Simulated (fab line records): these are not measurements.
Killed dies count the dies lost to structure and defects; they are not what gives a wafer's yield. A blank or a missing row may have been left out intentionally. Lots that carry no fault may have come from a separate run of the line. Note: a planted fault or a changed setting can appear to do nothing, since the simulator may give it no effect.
fab line records    flow n5Finfet
[record] lots = 7  wafers = 21
route steps=1938 shown BEOL_M10@1496 BEOL_M11@1575 BEOL_M13@1685 BEOL_M14@1742
startH: hours from the record's opening day to when the first of the lot's shown wafers began    waitH: how many hours have passed since the lot's step before this one    " same as the row above    L1.1+2: a row that stands for several wafers    - no value, or no start given    * or withheld: withheld    < > ~ a bound
route shown NAME@n: a module of which the file shows steps, and the number in the route of the first    usual: average and standard deviation across the fault-free wafers    same: alike in all rows    chamber/n: place in a boat    sites: readings site by site    _std_site: their standard deviation    _edge_site: the outer-site mean with the inner-site mean subtracted    radiusMm: for every site, how far away it sits from the centre of the wafer    mask NAME#n: copy n    behind: the tool/chamber that last shaped the wafer    hold: cause of the lot's hold/its duration in hours/its outcome    device: transistor that didn't switch, given as n, p or np    end of line: at the end of the route, the tests of the same wafers    a step without rows: its recipe alone    killed: count of dies lost to structure and defects at first sort (not the wafer's yield)    map: a wafer's dies, x killed, . not, _ none there
set.NAME: setting as actually run; set.NAME@STEP: the setting as run at that earlier step    model.NAME: the simulator's own value behind a step, which no gauge read
lots where settings were altered on purpose, with a table for each step and a row for each wafer
[[steps]]
[step N5_BEOL_M10_COAT_22]
[recipe] resist = CAR-ArF  spinRpm = 1500  resistThkNm = 90
lot.wafer  tool           chamber  startH  waitH  set.spinRpm  model.CAR-ArF_of_BEOL_M10_COAT_22.thkNm
L074.1+6   lithoTrack-05  0        -       -      1500         90
L074.2     "              0        "       "      1500         89.8
L076.1     lithoTrack-03  0        -       -      1500         90.8
L076.2+3   "              0        "       "      1500         90.6
L082.1+4   lithoTrack-03  0        -       -      1500         90.2
L082.6     "              0        "       "      1500         90
L087.4     lithoTrack-04  0        -       -      1587         87.8
L087.5     "              0        "       "      1500         90.4
L087.6     "              0        "       "      1500         90.2
L089.1     lithoTrack-04  0        -       -      1500         89.8
L089.2     "              0        "       "      1500         90
L089.4     "              0        "       "      1567         88
L094.1+3   lithoTrack-04  0        -       -      1500         90.4
L094.5     "              0        "       "      1553         89
L095.2     lithoTrack-05  0        -       -      1394         93.2
L095.4     "              0        "       "      1500         89.8
L095.6     "              0        "       "      1394         92.8
[step N5_BEOL_M10_EBR_24]
[recipe] solvent = PGMEA  ebrWidthMm = 1.5
[step N5_BEOL_M10_SOFTBAKE_23]
[recipe] tempC = 110  timeS = 60  resist = CAR-ArF
[step N5_BEOL_M10_EXPOSE_25]
[recipe] maskId = V9  na = 1.35  sourceShape = annular  sigmaInner = 0.5  sigmaOuter = 0.8  polarization = unpolarized  doseMj = 85.5
[step N5_BEOL_M10_PEB_26]
[recipe] pebTempC = withheld  pebTimeS = 60  resist = CAR-ArF
[step N5_BEOL_M10_DEVELOP_27]
[recipe] developTimeS = 30  developer = TMAH  resist = CAR-ArF  rinseLiquid = diw  dry = airSpin  devTempC = 23
lot.wafer   tool           chamber  startH  waitH  set.spinRpm@BEOL_M10_COAT_22  model.CAR-ArF_of_BEOL_M10_COAT_22.thkNm
L074.1+2+6  lithoTrack-03  0        -       -      1500                          88.2
L076.1      lithoTrack-05  0        -       -      1500                          89.2
L076.2+3    "              0        "       "      1500                          89
L082.1      lithoTrack-05  0        -       -      1500                          88.6
L082.4+6    "              0        "       "      1500                          88.4
L087.4      lithoTrack-03  0        -       -      1587                          86
L087.5      "              0        "       "      1500                          88.8
L087.6      "              0        "       "      1500                          88.4
L089.1+2    lithoTrack-04  0        -       -      1500                          88.2
L089.4      "              0        "       "      1567                          86.2
L094.1+3    lithoTrack-03  0        -       -      1500                          88.8
L094.5      "              0        "       "      1553                          87.2
L095.2      lithoTrack-03  0        -       -      1394                          91.4
L095.4      "              0        "       "      1500                          88
L095.6      "              0        "       "      1394                          91.2
[step N5_BEOL_M10_DESCUM_33]
[recipe] chemistry = O2  timeS = 7.9  sourcePowerW = 50  biasPowerW = 20  pressureMtorr = 20  rfFrequencyHz = 2.712e+07  tempC = 40  resist = CAR-ArF  o2FlowSccm = 225
lot.wafer   tool        chamber  startH  waitH  set.spinRpm@BEOL_M10_COAT_22  model.CAR-ArF_of_BEOL_M10_COAT_22.thkNm
L074.1+2+6  rieDiel-05  3,2,3    235.18  0.2    1500                          83.4
L076.1      rieDiel-01  2        246.25  0.0    1500                          84.4
L076.2      "           0        "       "      1500                          84.2
L076.3      "           1        "       "      1500                          84
L082.1      rieDiel-05  0        288.12  0.2    1500                          83.8
L082.4+6    "           3,2      "       "      1500                          83.6
L087.4      rieDiel-05  2        308.29  0.0    1587                          81.2
L087.5      "           3        "       "      1500                          84
L087.6      "           0        "       "      1500                          83.6
L089.1+2    rieDiel-02  1,2      317.17  0.0    1500                          83.4
L089.4      "           0        "       "      1567                          81.4
L094.1      rieDiel-01  0        353.31  0.0    1500                          83.8
L094.3      "           3        "       "      1500                          84
L094.5      "           3        "       "      1553                          82.4
L095.2      rieDiel-05  2        361.17  0.2    1394                          86.6
L095.4      "           1        "       "      1500                          83.2
L095.6      "           2        "       "      1394                          86.4
[step N5_BEOL_M10_TRENCH_ETCH_37]
[recipe] chemistry = C4F6/O2  targetDepthA = 1488.3  target = SiCOH_lowk  timeS = 48  ionEnergyEv = 250  pressureMtorr = 30  sourceW = 345  biasW = 185  Ar_flow_sccm = 300  C4F6_flow_sccm = 10  O2_flow_sccm = 10
[usual] rfVppV = 668/5.1
lot.wafer  tool        chamber  startH  waitH  set.sourceW  rfVppV
L074.1     rieDiel-05  3        -       -      345          667
L074.2     "           2        "       "      345          662
L074.6     "           3        "       "      345          666
L076.1     rieDiel-01  2        -       -      345          668
L076.2     "           0        "       "      387          627
L076.3     "           1        "       "      345          670
L082.1     rieDiel-05  0        -       -      345          672
L082.4     "           3        "       "      345          666
L082.6     "           2        "       "      345          661
L087.4     rieDiel-05  2        -       -      318.2        690
L087.5     "           3        "       "      345          666
L087.6     "           0        "       "      345          673
L089.1     rieDiel-02  1        -       -      395.1        626
L089.2     "           2        "       "      345          657
L089.4     "           0        "       "      345          674
L094.1     rieDiel-01  0        -       -      345          664
L094.3     "           3        "       "      345          677
L094.5     "           3        "       "      345          676
L095.2     rieDiel-05  2        -       -      319.7        687
L095.4     "           1        "       "      319.7        695
L095.6     "           2        "       "      345          661
[step N5_BEOL_M10_ETCH_41]
[recipe] chemistry = CH3F/O2  target = SiCN  targetDepthA = 426  taperDeg = 2  timeS = 86  ionEnergyEv = 120  maskMaterial = TiN  pressureMtorr = 30  sourceW = 395  biasW = 75  Ar_flow_sccm = 150  CH3F_flow_sccm = 30  O2_flow_sccm = 20
[usual] rfVppV = 296.8/1.5
lot.wafer  tool        chamber  startH  waitH  set.sourceW  rfVppV
L074.1     rieDiel-05  3        -       -      395          295.6
L074.2     "           2        "       "      395          295.8
L074.6     "           3        "       "      395          293.9
L076.1     rieDiel-01  2        -       -      429          288.7
L076.2     "           0        "       "      429          289.6
L076.3     "           1        "       "      429          288.3
L082.1     rieDiel-05  0        -       -      395          297.7
L082.4     "           3        "       "      395          295.2
L082.6     "           2        "       "      395          294.3
L087.4     rieDiel-05  2        -       -      395          294.1
L087.5     "           3        "       "      395          295.8
L087.6     "           0        "       "      395          295.4
L089.1     rieDiel-02  1        -       -      435.6        290.4
L089.2     "           2        "       "      395          298.8
L089.4     "           0        "       "      435.6        285.6
L094.1     rieDiel-01  0        -       -      454.5        284.4
L094.3     "           3        "       "      395          299.1
L094.5     "           3        "       "      395          298.6
L095.2     rieDiel-05  2        -       -      395          296.6
L095.4     "           1        "       "      395          296.0
L095.6     "           2        "       "      395          296.6
[step N5_BEOL_M11_VIA_ETCH_34]
[recipe] chemistry = C4F6/O2  target = SiCOH_lowk  targetDepthA = 1845  maskMaterial = SOC  taperDeg = 4  timeS = 69.2  ionEnergyEv = 250  pressureMtorr = 30  sourceW = 345  biasW = 185  Ar_flow_sccm = 300  C4F6_flow_sccm = 10  O2_flow_sccm = 10
lot.wafer  tool        chamber  startH  waitH  set.timeS  model.etch.depthNm  model.SOC_of_BEOL_M11_COAT_63.thkNm
L074.1     rieDiel-03  0        244.28  0.0    82.34      225.9               90.4
L074.2     "           1        "       "      69.2       182.8               92.6
L074.6     "           2        "       "      82.34      221.5               91
L076.1     rieDiel-04  2        253.11  0.0    69.2       187.6               91.4
L076.2     "           1        "       "      54.59      143.9               93.8
L076.3     "           3        "       "      54.59      146.7               93.6
L082.1     rieDiel-06  0        296.08  0.0    69.2       181.1               91.8
L082.4     "           1        "       "      69.2       186.2               91.8
L082.6     "           2        "       "      69.2       181.6               91.8
L087.4     rieDiel-03  3        317.50  0.0    69.2       183.4               91.8
L087.5     "           0        "       "      58.92      161.4               92.6
L087.6     "           3        "       "      69.2       183.3               92
L089.1     rieDiel-06  3        326.48  0.0    69.2       184                 91.8
L089.2     "           1        "       "      74.39      197.6               91.6
L089.4     "           1        "       "      69.2       185.2               92
L094.1     rieDiel-06  2        359.67  0.0    69.2       181.8               92.2
L094.3     "           0        "       "      69.2       187.2               92
L094.5     "           0        "       "      69.2       189.2               91.4
L095.2     rieDiel-06  1        375.15  0.0    69.2       184.2               92
L095.4     "           2        "       "      84.35      218.5               91
L095.6     "           1        "       "      84.35      223.3               90.8
[step N5_BEOL_M11_TRENCH_ETCH_37]
[recipe] chemistry = C4F6/O2  targetDepthA = 1488.3  target = SiCOH_lowk  timeS = 48  ionEnergyEv = 250  pressureMtorr = 30  sourceW = 345  biasW = 185  Ar_flow_sccm = 300  C4F6_flow_sccm = 10  O2_flow_sccm = 10
lot.wafer  tool        chamber  startH  waitH  set.timeS  model.BEOL_M11.featureDepthNm  model.etch.depthNm  model.TiN_of_BEOL_M11_HM_DEP_02.thkNm
L074.1     rieDiel-03  0        -       -      48         151.8                          151.8               15.6
L074.2     "           1        "       "      48         144.6                          144.7               15.4
L074.6     "           2        "       "      48         148.4                          148.4               15.6
L076.1     rieDiel-04  2        -       -      48         153.8                          153.7               16
L076.2     "           1        "       "      48         151.8                          151.8               15.8
L076.3     "           3        "       "      48         152.8                          152.8               15.8
L082.1     rieDiel-06  0        -       -      48         145.4                          145.5               15.6
L082.4     "           1        "       "      48         151.2                          151.2               15.6
L082.6     "           2        "       "      48         145                            144.9               15.8
L087.4     rieDiel-03  3        -       -      48         146.4                          146.3               15.8
L087.5     "           0        "       "      38.53      121.4                          121.3               16.4
L087.6     "           3        "       "      48         147.2                          147.3               15.8
L089.1     rieDiel-06  3        -       -      54.99      172.2                          172.3               15.6
L089.2     "           1        "       "      54.99      173                            173                 15.6
L089.4     "           1        "       "      48         149.2                          149.2               16
L094.1     rieDiel-06  2        -       -      48         145.6                          145.6               16.2
L094.3     "           0        "       "      48         151.4                          151.5               16.4
L094.5     "           0        "       "      48         150.4                          150.4               16.2
L095.2     rieDiel-06  1        -       -      43.66      133.6                          133.6               16.4
L095.4     "           2        "       "      43.66      131.4                          131.5               16.4
L095.6     "           1        "       "      43.66      134.4                          134.4               16.4
[step N5_BEOL_M11_ETCH_41]
[recipe] chemistry = CH3F/O2  target = SiCN  targetDepthA = 426  taperDeg = 2  timeS = 86  ionEnergyEv = 120  maskMaterial = TiN  pressureMtorr = 30  sourceW = 395  biasW = 75  Ar_flow_sccm = 150  CH3F_flow_sccm = 30  O2_flow_sccm = 20
[step N5_BEOL_M11_STRIP_77]
[recipe] chemistry = N2/H2  timeS = 10  powerW = 450  tempC = 40  pressureMtorr = 20  rfFrequencyHz = 6e+07  biasPowerW = 7  n2FlowSccm = 200  h2FlowSccm = 200
[step N5_BEOL_M11_ECD_50]
[recipe] material = Cu  targetThkA = 3180
[step N5_BEOL_M11_ANNEAL_51]
[recipe] tempC = 225  timeS = 90  ambient = N2
[step N5_BEOL_M11_CMP_52]
[recipe] stopOn = SiCOH_lowk  tOverpolishS = 7  downForcePsi = 1  platenRpm = 50  clearingPlatenDownForcePsi = 1.5  clearingPlatenRpm = 50  postCmpClean = cuAlkaline  targetThkNm = 140  clearingPlatenPadVelocityMS = 0.99484  padVelocityMS = 0.99484
lot.wafer  tool    chamber  startH  waitH  set.timeS@BEOL_M11_TRENCH_ETCH_37  model.Cu_of_BEOL_M11_ECD_50.thkNm
L074.2     cmp-02  1        247.53  0.3    48                                 136.8
L074.1     "       2        "       "      48                                 143.8
L074.6     "       0        "       "      48                                 141
L076.1     cmp-02  1        255.96  0.3    48                                 146.2
L076.3     "       3        "       "      48                                 144.2
L076.2     "       0        "       "      48                                 143.6
L082.4     cmp-04  3        298.73  0.1    48                                 142.4
L082.1+6   "       0,3      "       "      48                                 136.8
L087.4     cmp-04  1        323.17  0.2    48                                 136.6
L087.5     "       0        "       "      38.53                              111.4
L087.6     "       1        "       "      48                                 137.2
L089.2     cmp-02  0        329.22  0.3    54.99                              164
L089.4     "       1        "       "      48                                 139.2
L089.1     "       2        "       "      54.99                              162.4
L094.3     cmp-03  3        362.95  0.2    48                                 142
L094.1     "       0        "       "      48                                 136
L094.5     "       1        "       "      48                                 141.2
L095.4     cmp-04  0        377.71  0.1    43.66                              122.8
L095.2+6   "       3,1      "       "      43.66                              124
[step N5_BEOL_M13_EXPOSE_25]
[recipe] maskId = M13  na = 0.93  sourceShape = conventional  sigmaOuter = 0.4  polarization = unpolarized  targetCdNm = 210  doseMj = 22
lot.wafer   tool           chamber  startH  waitH  mask   set.doseMj
L074.1+6    krfScanner-02  0        256.81  -      M13#0  22
L074.2      "              0        "       "      M13#0  21.27
L076.1+2    krfScanner-01  0        263.72  -      M13#0  22
L076.3      "              0        "       "      M13#0  20.49
L082.1+4+6  krfScanner-02  0        304.62  -      M13#0  22
L087.4+5+6  krfScanner-02  0        329.75  -      M13#0  22
L089.1+2+4  krfScanner-02  0        337.35  -      M13#0  22
L094.1+5    krfScanner-02  0        375.43  -      M13#0  22
L094.3      "              0        "       "      M13#0  22.85
L095.2+6    krfScanner-01  0        385.77  -      M13#0  22
L095.4      "              0        "       "      M13#0  22.63
[step N5_BEOL_M13_DEVELOP_27]
[recipe] developTimeS = 45  rinseLiquid = diw  dry = airSpin  devTempC = 21
lot.wafer   tool           chamber  startH  waitH  set.developTimeS
L074.1+6    lithoTrack-05  0        -       -      45
L074.2      "              0        "       "      36.6
L076.1+2    lithoTrack-04  0        -       -      42.19
L076.3      "              0        "       "      45
L082.1+4+6  lithoTrack-02  0        -       -      45
L087.4+5    lithoTrack-02  0        -       -      53.63
L087.6      "              0        "       "      45
L089.1+2    lithoTrack-05  0        -       -      45
L089.4      "              0        "       "      54.04
L094.1      lithoTrack-02  0        -       -      45
L094.3+5    "              0        "       "      52.22
L095.2+4+6  lithoTrack-04  0        -       -      45
[step N5_BEOL_M13_HARDBAKE_32]
[recipe] tempC = 130  timeS = 120
[step N5_BEOL_M13_CD_MEAS_28]
[recipe] targetCdNm = 209.5  landingEnergyEv = 500  detector = seInlens
[usual] cdNm = 209.3/0.82
lot.wafer  tool      chamber  startH  waitH  set.doseMj@BEOL_M13_EXPOSE_25  cdNm
L074.1     cdSem-03  0        256.98  -      22                             209.1
L074.2     "         0        "       "      21.27                          203.9
L074.6     "         0        "       "      22                             208.3
L076.1     cdSem-01  0        263.89  -      22                             208.9
L076.2     "         0        "       "      22                             209.5
L076.3     "         0        "       "      20.49                          203.2
L082.1     cdSem-02  0        304.79  -      22                             209.7
L082.4     "         0        "       "      22                             211.0
L082.6     "         0        "       "      22                             210.1
L087.4     cdSem-01  0        329.91  -      22                             208.1
L087.5     "         0        "       "      22                             209.3
L087.6     "         0        "       "      22                             209.5
L089.1     cdSem-02  0        337.52  -      22                             208.9
L089.2     "         0        "       "      22                             208.2
L089.4     "         0        "       "      22                             209.0
L094.1     cdSem-01  0        375.60  -      22                             208.9
L094.3     "         0        "       "      22.85                          212.7
L094.5     "         0        "       "      22                             210.1
L095.2     cdSem-01  0        385.94  -      22                             209.9
L095.4     "         0        "       "      22.63                          211.9
L095.6     "         0        "       "      22                             209.3
[step N5_BEOL_M13_DESCUM_33]
[recipe] chemistry = O2  timeS = 7.9  sourcePowerW = 50  biasPowerW = 20  pressureMtorr = 20  rfFrequencyHz = 2.712e+07  tempC = 40  o2FlowSccm = 225
lot.wafer  tool        chamber  startH  waitH  set.doseMj@BEOL_M13_EXPOSE_25  model.BEOL_M13.cdNm
L074.1     rieDiel-06  0        257.07  0.0    22                             208.8
L074.2     "           2        "       "      21.27                          204
L074.6     "           1        "       "      22                             208.4
L076.1     rieDiel-04  1        263.98  0.0    22                             208.6
L076.2     "           3        "       "      22                             209.8
L076.3     "           2        "       "      20.49                          203.2
L082.1     rieDiel-06  1        304.88  0.0    22                             209.6
L082.4     "           0        "       "      22                             211
L082.6     "           0        "       "      22                             210
L087.4     rieDiel-04  3        329.99  0.0    22                             208.2
L087.5     "           1        "       "      22                             209.4
L087.6     "           2        "       "      22                             209
L089.1     rieDiel-06  1        337.61  0.0    22                             209
L089.2     "           0        "       "      22                             208.2
L089.4     "           2        "       "      22                             208.8
L094.1     rieDiel-04  0        375.69  0.0    22                             209
L094.3     "           3        "       "      22.85                          212.8
L094.5     "           0        "       "      22                             210.2
L095.2     rieDiel-04  2        386.55  0.6    22                             209.6
L095.4     "           3        "       "      22.63                          212
L095.6     "           2        "       "      22                             209
[step N5_BEOL_M13_ETCH_67]
[recipe] chemistry = CF4  target = SiARC  targetDepthA = 1430  timeS = 238.3  ionEnergyEv = 80  pressureMtorr = 40  sourceW = 545  biasW = 36  Ar_flow_sccm = 100  cf4FlowSccm = 100  ends = cleared
lot.wafer  tool        chamber  startH  waitH  set.doseMj@BEOL_M13_EXPOSE_25  model.BEOL_M13.cdNm
L074.1     rieDiel-06  0        257.10  0.0    22                             209
L074.2     "           2        "       "      21.27                          204.4
L074.6     "           1        "       "      22                             208.6
L076.1     rieDiel-04  1        264.01  0.0    22                             209.2
L076.2     "           3        "       "      22                             210.4
L076.3     "           2        "       "      20.49                          203.4
L082.1     rieDiel-06  1        304.91  0.0    22                             211
L082.4     "           0        "       "      22                             211.8
L082.6     "           0        "       "      22                             210.4
L087.4     rieDiel-04  3        330.03  0.0    22                             209
L087.5     "           1        "       "      22                             210
L087.6     "           2        "       "      22                             209.2
L089.1     rieDiel-06  1        337.64  0.0    22                             210.4
L089.2     "           0        "       "      22                             209.4
L089.4     "           2        "       "      22                             209.8
L094.1     rieDiel-04  0        375.72  0.0    22                             209.8
L094.3     "           3        "       "      22.85                          213.6
L094.5     "           0        "       "      22                             210.6
L095.2     rieDiel-04  2        386.59  0.0    22                             210.6
L095.4     "           3        "       "      22.63                          213.4
L095.6     "           2        "       "      22                             209.8
[step N5_BEOL_M13_ETCH_68]
[recipe] chemistry = N2/H2  target = SOC  maskMaterial = SiARC  sourceW = 3000  biasW = 350  tempC = 40  timeS = 355  ionEnergyEv = 200  pressureMtorr = 30  n2FlowSccm = 200  h2FlowSccm = 200
lot.wafer  tool        chamber  startH  waitH  set.doseMj@BEOL_M13_EXPOSE_25  model.BEOL_M13.cdNm
L074.1     rieDiel-06  0        257.25  0.1    22                             210.2
L074.2     "           2        "       "      21.27                          205
L074.6     "           1        "       "      22                             209.4
L076.1     rieDiel-04  1        264.16  0.1    22                             208.6
L076.2     "           3        "       "      22                             211.2
L076.3     "           2        "       "      20.49                          202.6
L082.1     rieDiel-06  1        305.06  0.1    22                             211.4
L082.4     "           0        "       "      22                             211.8
L082.6     "           0        "       "      22                             209.4
L087.4     rieDiel-04  3        330.17  0.1    22                             208.4
L087.5     "           1        "       "      22                             209
L087.6     "           2        "       "      22                             208.8
L089.1     rieDiel-06  1        337.79  0.1    22                             210.6
L089.2     "           0        "       "      22                             210.2
L089.4     "           2        "       "      22                             209
L094.1+5   rieDiel-04  0        375.87  0.1    22                             211.8
L094.3     "           3        "       "      22.85                          214.2
L095.2     rieDiel-04  2        386.73  0.1    22                             210
L095.4     "           3        "       "      22.63                          213.4
L095.6     "           2        "       "      22                             209.2
[step N5_BEOL_M14_EXPOSE_25]
[recipe] maskId = M14  na = 0.8  sourceShape = annular  sigmaInner = 0.5  sigmaOuter = 0.8  polarization = unpolarized  targetCdNm = 280  doseMj = 26.6
lot.wafer   tool           chamber  startH  waitH  mask   set.doseMj
L074.1+2    krfScanner-02  0        262.46  -      M14#0  26.6
L074.6      "              0        "       "      M14#0  27.57
L076.1+2+3  krfScanner-01  0        268.61  -      M14#0  26.6
L082.1+4+6  krfScanner-01  0        309.54  -      M14#0  26.6
L087.4+5+6  krfScanner-01  0        335.54  -      M14#0  26.6
L089.1+2    krfScanner-01  0        344.35  -      M14#0  28.03
L089.4      "              0        "       "      M14#0  26.6
L094.1+3+5  krfScanner-01  0        380.35  -      M14#0  26.6
L095.2+4+6  krfScanner-01  0        392.48  -      M14#0  26.6
[[key]]
[split] step = N5_BEOL_M10_COAT_22  setting = spinRpm  stated = 1500  by = wafer
[response] step = N5_BEOL_M10_COAT_22  reading = model.CAR-ArF_of_BEOL_M10_COAT_22.thkNm  change = -0.436  per = 1%  r = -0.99
[response] step = N5_BEOL_M10_DEVELOP_27  reading = model.CAR-ArF_of_BEOL_M10_COAT_22.thkNm  change = -0.457  per = 1%  r = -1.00
[response] step = N5_BEOL_M10_DESCUM_33  reading = model.CAR-ArF_of_BEOL_M10_COAT_22.thkNm  change = -0.454  per = 1%  r = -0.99
[split] step = N5_BEOL_M10_TRENCH_ETCH_37  setting = sourceW  stated = 345  by = wafer
[response] step = N5_BEOL_M10_TRENCH_ETCH_37  reading = rfVppV  change = -3.1  per = 1%  r = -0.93
[split] step = N5_BEOL_M10_ETCH_41  setting = sourceW  stated = 395  by = wafer
[response] step = N5_BEOL_M10_ETCH_41  reading = rfVppV  change = -0.988  per = 1%  r = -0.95
[split] step = N5_BEOL_M11_VIA_ETCH_34  setting = timeS  stated = 69.2  by = wafer
[response] step = N5_BEOL_M11_VIA_ETCH_34  reading = model.etch.depthNm  change = +1.85  per = 1%  r = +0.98
[response] step = N5_BEOL_M11_VIA_ETCH_34  reading = model.SOC_of_BEOL_M11_COAT_63.thkNm  change = -0.0777  per = 1%  r = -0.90
[split] step = N5_BEOL_M11_TRENCH_ETCH_37  setting = timeS  stated = 48  by = wafer
[response] step = N5_BEOL_M11_TRENCH_ETCH_37  reading = model.BEOL_M11.featureDepthNm  change = +1.4  per = 1%  r = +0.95
[response] step = N5_BEOL_M11_TRENCH_ETCH_37  reading = model.etch.depthNm  change = +1.4  per = 1%  r = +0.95
[response] step = N5_BEOL_M11_TRENCH_ETCH_37  reading = model.TiN_of_BEOL_M11_HM_DEP_02.thkNm  change = -0.0294  per = 1%  r = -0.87
[response] step = N5_BEOL_M11_CMP_52  reading = model.Cu_of_BEOL_M11_ECD_50.thkNm  change = +1.42  per = 1%  r = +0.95
[split] step = N5_BEOL_M13_EXPOSE_25  setting = doseMj  stated = 22  by = wafer
[response] step = N5_BEOL_M13_CD_MEAS_28  reading = cdNm  change = +0.931  per = 1%  r = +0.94
[response] step = N5_BEOL_M13_DESCUM_33  reading = model.BEOL_M13.cdNm  change = +0.942  per = 1%  r = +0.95
[response] step = N5_BEOL_M13_ETCH_67  reading = model.BEOL_M13.cdNm  change = +0.995  per = 1%  r = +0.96
[response] step = N5_BEOL_M13_ETCH_68  reading = model.BEOL_M13.cdNm  change = +1.06  per = 1%  r = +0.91
[split] step = N5_BEOL_M13_DEVELOP_27  setting = developTimeS  stated = 45  by = wafer
response none clear
[split] step = N5_BEOL_M14_EXPOSE_25  setting = doseMj  stated = 26.6  by = wafer
response none in this file
